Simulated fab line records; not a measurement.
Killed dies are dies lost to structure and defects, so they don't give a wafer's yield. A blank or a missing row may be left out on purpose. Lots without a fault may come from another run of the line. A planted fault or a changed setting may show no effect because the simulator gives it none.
Split-lot study / flow n5Finfet / on a route of 1938 steps: 7 lots, 21 wafers read

ON THE SPLIT
At N5_ZERO_LAYER_DEVELOP_10 (develop time 60 s), the setting developTimeS was moved away from the recipe's 60 s on 8 of the 21 wafers read, by -21.7% to +16.1%. The other wafers ran this setting at the recipe's value.

FROM SPLIT TO READING: 1 step shown by the file between the two
- N5_ZERO_LAYER_HARDBAKE_23: time 120 s

THE READING
cdNm, in nm, at N5_ZERO_LAYER_CD_MEAS_11 (target cd 2000 nm). On this fab line, fault-free wafers typically give 2000.1 nm with a standard deviation of 2.1 nm.

wafer=L083.2; tool, chamber at the split=lithoTrack-04, 0; developTimeS as run, s=47; against the recipe=-21.7%; cdNm, nm=1995.9; against lot-mates on the recipe=-7.4
wafer=L083.5; tool, chamber at the split=lithoTrack-04, 0; developTimeS as run, s=60; against the recipe=recipe; cdNm, nm=2003.3; against lot-mates on the recipe=-
wafer=L083.6; tool, chamber at the split=lithoTrack-04, 0; developTimeS as run, s=47; against the recipe=-21.7%; cdNm, nm=1996.6; against lot-mates on the recipe=-6.7
wafer=L084.2; tool, chamber at the split=lithoTrack-02, 0; developTimeS as run, s=68.69; against the recipe=+14.5%; cdNm, nm=2002.7; against lot-mates on the recipe=no lot-mate on the recipe
wafer=L084.4; tool, chamber at the split=lithoTrack-02, 0; developTimeS as run, s=68.69; against the recipe=+14.5%; cdNm, nm=2002.0; against lot-mates on the recipe=no lot-mate on the recipe
wafer=L084.5; tool, chamber at the split=lithoTrack-02, 0; developTimeS as run, s=68.69; against the recipe=+14.5%; cdNm, nm=2002.5; against lot-mates on the recipe=no lot-mate on the recipe
wafer=L086.1; tool, chamber at the split=lithoTrack-02, 0; developTimeS as run, s=60; against the recipe=recipe; cdNm, nm=1998.5; against lot-mates on the recipe=-
wafer=L086.4; tool, chamber at the split=lithoTrack-02, 0; developTimeS as run, s=60; against the recipe=recipe; cdNm, nm=1997.0; against lot-mates on the recipe=-
wafer=L086.6; tool, chamber at the split=lithoTrack-02, 0; developTimeS as run, s=60; against the recipe=recipe; cdNm, nm=1999.1; against lot-mates on the recipe=-
wafer=L089.1; tool, chamber at the split=lithoTrack-02, 0; developTimeS as run, s=60; against the recipe=recipe; cdNm, nm=1997.6; against lot-mates on the recipe=-
wafer=L089.4; tool, chamber at the split=lithoTrack-02, 0; developTimeS as run, s=60; against the recipe=recipe; cdNm, nm=2000.9; against lot-mates on the recipe=-
wafer=L089.5; tool, chamber at the split=lithoTrack-02, 0; developTimeS as run, s=60; against the recipe=recipe; cdNm, nm=1999.1; against lot-mates on the recipe=-
wafer=L091.1; tool, chamber at the split=lithoTrack-02, 0; developTimeS as run, s=60; against the recipe=recipe; cdNm, nm=1998.4; against lot-mates on the recipe=-
wafer=L091.2; tool, chamber at the split=lithoTrack-02, 0; developTimeS as run, s=60; against the recipe=recipe; cdNm, nm=2000.2; against lot-mates on the recipe=-
wafer=L091.3; tool, chamber at the split=lithoTrack-02, 0; developTimeS as run, s=48.05; against the recipe=-19.9%; cdNm, nm=1993.3; against lot-mates on the recipe=-6.0
wafer=L093.1; tool, chamber at the split=lithoTrack-05, 0; developTimeS as run, s=60; against the recipe=recipe; cdNm, nm=1998.5; against lot-mates on the recipe=-
wafer=L093.4; tool, chamber at the split=lithoTrack-05, 0; developTimeS as run, s=60; against the recipe=recipe; cdNm, nm=2002.4; against lot-mates on the recipe=-
wafer=L093.6; tool, chamber at the split=lithoTrack-05, 0; developTimeS as run, s=60; against the recipe=recipe; cdNm, nm=2001.8; against lot-mates on the recipe=-
wafer=L096.4; tool, chamber at the split=lithoTrack-02, 0; developTimeS as run, s=60; against the recipe=recipe; cdNm, nm=1999.0; against lot-mates on the recipe=-
wafer=L096.5; tool, chamber at the split=lithoTrack-02, 0; developTimeS as run, s=69.66; against the recipe=+16.1%; cdNm, nm=2003.2; against lot-mates on the recipe=+4.2
wafer=L096.6; tool, chamber at the split=lithoTrack-02, 0; developTimeS as run, s=69.66; against the recipe=+16.1%; cdNm, nm=2003.3; against lot-mates on the recipe=+4.3

THE FIT
A straight line over all 21 wafers: cdNm changes by +0.205 nm for each +1% of developTimeS; r = +0.82; the points scatter about the line by 1.7 nm.
The same after taking each lot's own level away (the mean of its wafers on the recipe; 18 wafers): +0.301 nm for each +1%; r = +0.95; scatter 1.1 nm.
That fit puts the effect of the largest move of developTimeS on the reading at 6.5 nm.
Measured against the standard deviation above, the lots' own levels, which go from 1998.20 to 2003.30 nm, span 2.4 times it.
So the slope is not independent of the lot-to-lot level: the two fits are not the same.
Check: for one of the wafers moved furthest among these (-21.7%), held out of the fit, the line's prediction against its lot-mates is -6.36 nm. Against them it came out at -7.4 nm.

OTHER SPLITS APPLIED TO THESE WAFERS
Note: prior to the reading, these wafers also went through further splits. Each is held against what the fit with the lots' levels taken away leaves over:
other split on the same wafers=N5_ZERO_LAYER_PECVD_02 timeS; wafers away from the commonest value=3; r with cdNm (lot level and that fit taken away)=-0.10

FILE'S OWN FIT
cdNm changes by +0.305 nm for each +1% of developTimeS, r = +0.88.
